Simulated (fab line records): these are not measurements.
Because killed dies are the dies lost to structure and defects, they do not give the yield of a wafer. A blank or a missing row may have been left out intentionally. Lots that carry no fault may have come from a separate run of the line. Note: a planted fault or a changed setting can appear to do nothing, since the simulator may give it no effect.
Matching of chambers    flow n5Finfet    N5_BEOL_M14_VIA_ETCH_16 on rieDiel-05: 4 sister chambers
The step etches SiO2 in C4F8/O2/Ar, target depth 1231.3 nm. 4 wafers are shown with their chamber, then 11 later ones without.

## WAFERS, EACH WITH ITS CHAMBER
wafer   chamber  drypumpMotorCurrentA (A)
L081.2  0        5.7
L090.1  3        5.9
L090.4  1        5.2
L092.3  2        5.1

## WAFERS WHOSE CHAMBER IS MISSING
wafer   drypumpMotorCurrentA (A)
L092.5  5.9
L092.6  5.1
L094.1  5.2
L094.2  5.6
L094.4  5.2
L097.4  5.7
L097.5  5.2
L097.6  5.9
L096.2  5.6
L096.3  5.9
L096.5  5.9

## EACH ONE'S CHAMBER
wafer   from the rows above  in truth
L092.5  3                    3
L092.6  2                    2
L094.1  1                    1
L094.2  0                    0
L094.4  1                    1
L097.4  0                    0
L097.5  1                    1
L097.6  3                    3
L096.2  0                    0
L096.3  3                    3
L096.5  3                    3
Placed correctly: 11 of 11. From these rows, 0 cannot be placed. Wrongly placed: 0.
How it was worked out, from the rows above alone: a wafer's distance from a chamber is the root of the sum, over the readings, of the square of ((its reading less the chamber's mean) divided by the reading's scatter). The wafer belongs to the nearest chamber; if the next one is less than 2 further off, it can't be placed. The mean given for a chamber averages the wafers shown for that chamber. The scatter: root of mean squared gap, hidden wafer to nearest shown wafer, with one shown wafer a chamber.
